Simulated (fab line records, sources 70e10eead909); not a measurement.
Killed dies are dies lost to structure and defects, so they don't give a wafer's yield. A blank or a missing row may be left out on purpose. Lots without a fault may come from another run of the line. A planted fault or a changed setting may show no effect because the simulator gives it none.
Which tool did it? | flow nand_harc | 6 lots, 18 wafers sampled, at 3 steps of a route of 1159

WHAT THE GAUGES READ, wafer by wafer
NHARC_A_ONON_D1_THK_MEAS_24: measures by ellipsometry.
lot  | measured     | on            | thk_nm (nm)
L842 | day 8 21:17  | film_metro-02 | 1005 1004 1003
L849 | day 10 09:39 | film_metro-02 | 702 700 701
L854 | day 11 16:38 | film_metro-01 | 991 989 990
L856 | day 12 01:01 | film_metro-01 | 991 993 991
L859 | day 12 11:48 | film_metro-02 | 1000 1000 1001
L862 | day 13 05:01 | film_metro-02 | 1021 1018 1020

WHICH TOOL RAN EACH LOT (tool, then ch and the chambers of the sampled wafers, then the start)
lot  | NHARC_P_BONDPAD_ETCH_12                       | NHARC_A_ONON_D1_DEP_22
L842 | rie_diel-11 ch 0,2,3, day 7 07:50 or earlier  | pecvd_onon-01 ch 0, day 8 20:53
L849 | rie_diel-11 ch 0,1, day 8 23:07 or earlier    | pecvd_onon-01 ch 0, day 10 09:08
L854 | rie_diel-08 ch 0,2,3, day 10 07:53 or earlier | pecvd_onon-04 ch 0, day 11 16:14
L856 | rie_diel-13 ch 1,2,3, day 10 13:11 or earlier | pecvd_onon-04 ch 0, day 12 00:31
L859 | rie_diel-11 ch 0,1,3, day 11 00:48 or earlier | pecvd_onon-04 ch 0, day 12 11:20
L862 | rie_diel-11 ch 0,1, day 11 18:20 or earlier   | pecvd_onon-04 ch 0, day 13 04:30
- NHARC_P_BONDPAD_ETCH_12: etches the open film in CHF3/O2, target depth 200 nm, time 100 s.
- NHARC_A_ONON_D1_DEP_22: target thk 1000 nm.

THE ANSWER, worked out from the rows above alone
Rule: what is usual is taken from the lots themselves. Put in order of their means at a reading, lots are off if they are a third of the lots or fewer, leave a main group of 4 or more, and stand apart from it by a gap of 3 or more times the standard deviation of the main group's means; of several such gaps the widest counts. A main group whose means are all the same, to the digits that the tables above print for the reading, isn't used. A lot without any number at a reading at which 4 lots or more have one is off too. The other lots that the step has rows for count as sound.
Off: L849, at NHARC_A_ONON_D1_THK_MEAS_24 (thk_nm). The main group: mean 1001 nm, standard deviation 11.
A tool fits if, at a process step before that reading, it ran every lot that is off, and no sound lot after the first of them. The gauges at NHARC_A_ONON_D1_THK_MEAS_24 are tried like those tools. NHARC_P_BONDPAD_ETCH_12 gives no start for some lots, so the hours and the order of its lots are those of NHARC_A_START_INSPECT_01. One fits: pecvd_onon-01 at NHARC_A_ONON_D1_DEP_22. Its last sound lot is L842 (day 8 20:53), its first lot that is off L849 (day 10 09:08): a fault that began between those two fits.

WHAT THE SIMULATOR HAD PUT IN
Process parameter drift: pecvd_onon-01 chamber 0, from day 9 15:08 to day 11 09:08, at NHARC_A_ONON_D1_DEP_22. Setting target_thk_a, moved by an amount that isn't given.
Lots struck among those shown: L849. The rule above found the same.
